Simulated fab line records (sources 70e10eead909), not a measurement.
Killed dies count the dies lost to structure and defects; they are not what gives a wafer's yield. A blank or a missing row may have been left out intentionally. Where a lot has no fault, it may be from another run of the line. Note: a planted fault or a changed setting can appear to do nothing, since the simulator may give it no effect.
Which tool did it? + flow nand-harc + 18 wafers from 6 lots sampled at 3 of the route's 1302 steps

WHAT EACH GAUGE READ, for each wafer
NHARC_A_ONON_D2_THK_MEAS_21: measures by ellipsometry.
| lot  | measured     | on            | thk-nm (nm)    |
|------|--------------|---------------|----------------|
| L113 | day 13 03:53 | film-metro-02 | 1006 1008 1005 |
| L116 | day 14 11:08 | film-metro-02 | 991 990 989    |
| L117 | day 14 22:56 | film-metro-02 | 1006 1008 1010 |
| L119 | day 15 15:11 | film-metro-01 | 1012 1013 1012 |
| L122 | day 17 02:34 | film-metro-01 | 998 1449 1449  |
| L134 | day 21 17:41 | film-metro-02 | 988 989 987    |

WHAT TOOL EACH LOT RAN ON (gives the tool, then ch and the chambers of the sampled wafers, and finally the start)
| lot  | NHARC_A_DECK1_JOINT_CMP_02    | NHARC_A_ONON_D2_DEP_19           |
|------|-------------------------------|----------------------------------|
| L113 | cmp-02 ch 0,1, day 12 16:03   | pecvd-onon-02 ch 0, day 13 03:22 |
| L116 | cmp-02 ch 0,2, day 13 23:39   | pecvd-onon-02 ch 0, day 14 10:37 |
| L117 | cmp-04 ch 1,2, day 14 09:22   | pecvd-onon-01 ch 0, day 14 22:33 |
| L119 | cmp-01 ch 0,1,2, day 15 03:43 | pecvd-onon-02 ch 0, day 15 14:40 |
| L122 | cmp-04 ch 0,2, day 16 14:31   | pecvd-onon-03 ch 0, day 17 02:07 |
| L134 | cmp-02 ch 1,2,3, day 21 04:00 | pecvd-onon-03 ch 0, day 21 17:11 |
- NHARC_A_DECK1_JOINT_CMP_02: polishes SiOx.
- NHARC_A_ONON_D2_DEP_19: target thk 1000 nm.

THE ANSWER, worked out from the rows above alone
Rule: usual is defined by the lots themselves. Put in order of their means at a reading, lots are off if they are a third of the lots or fewer, leave a main group of 4 or more, and stand apart from it by a gap of 3 or more times the standard deviation of the main group's means; of several such gaps the widest counts. If all means in a main group match to the digits the tables above print for the reading, that group is not used. Also off: a lot with no number at a reading for which 4 or more lots have one. Any other lot the step has rows for is counted as sound.
Off: L122 (NHARC_A_ONON_D2_THK_MEAS_21, thk-nm). The main group: mean 1001 nm, standard deviation 10.
A tool fits if, at a process step before that reading, it ran every lot that is off, and no sound lot after the first of them. Gauges at NHARC_A_ONON_D2_THK_MEAS_21: tried the same way as those tools. 2 tools fit, cmp-04 at NHARC_A_DECK1_JOINT_CMP_02 and film-metro-01 at NHARC_A_ONON_D2_THK_MEAS_21, so this cannot tell which one it is.

WHAT THE SIMULATOR HAD PUT IN
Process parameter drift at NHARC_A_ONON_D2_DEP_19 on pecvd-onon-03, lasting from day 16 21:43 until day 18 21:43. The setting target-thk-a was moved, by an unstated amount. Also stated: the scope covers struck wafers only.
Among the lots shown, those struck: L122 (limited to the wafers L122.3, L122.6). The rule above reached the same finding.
